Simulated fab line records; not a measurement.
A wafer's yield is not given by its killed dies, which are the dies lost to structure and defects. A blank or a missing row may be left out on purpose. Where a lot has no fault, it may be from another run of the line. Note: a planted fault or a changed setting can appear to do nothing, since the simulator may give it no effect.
Chamber matching -- flow n5 finfet -- N5_BEOL_M2_PRE_CLEAN_60 on cvd co-02 has 3 sister chambers
The step time 15 s. 6 wafers are shown with their chamber, then 12 later ones without.

WAFERS, EACH WITH ITS CHAMBER
wafer,chamber,heater power w (W)
L081.3,0,111
L081.4,1,69
L081.5,2,66
L082.2,2,64
L082.3,1,69
L082.6,0,115

WAFERS WITH NO CHAMBER GIVEN
wafer,heater power w (W)
L085.2,68
L085.4,66
L085.5,112
L086.1,66
L086.2,113
L086.6,115
L088.1,66
L088.4,69
L088.5,65
L092.1,112
L092.2,66
L092.3,67

CHAMBER TAKEN BY EACH
wafer,from the rows above,in truth
L085.2,can't be placed: 1 or 2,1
L085.4,can't be placed: 2 or 1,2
L085.5,0,0
L086.1,can't be placed: 2 or 1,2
L086.2,0,0
L086.6,0,0
L088.1,can't be placed: 2 or 1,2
L088.4,1,1
L088.5,2,2
L092.1,0,0
L092.2,can't be placed: 2 or 1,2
L092.3,can't be placed: 1 or 2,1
Correct placement for 6 of the 12. These rows do not allow placing 6 (true chamber among the candidates in 6). 0 placed wrongly.
How it was worked out, from the rows above alone: a wafer's distance from a chamber is the root of the sum, over the readings, of the square of ((its reading less the chamber's mean) divided by the reading's scatter). The wafer belongs to the nearest chamber; if the next one is less than 2 further off, it can't be placed. Each chamber's mean is taken over the wafers shown for it. The scatter: the root of (the sum of the squares of (reading less its chamber's mean) over the shown wafers, divided by (wafers less chambers)).
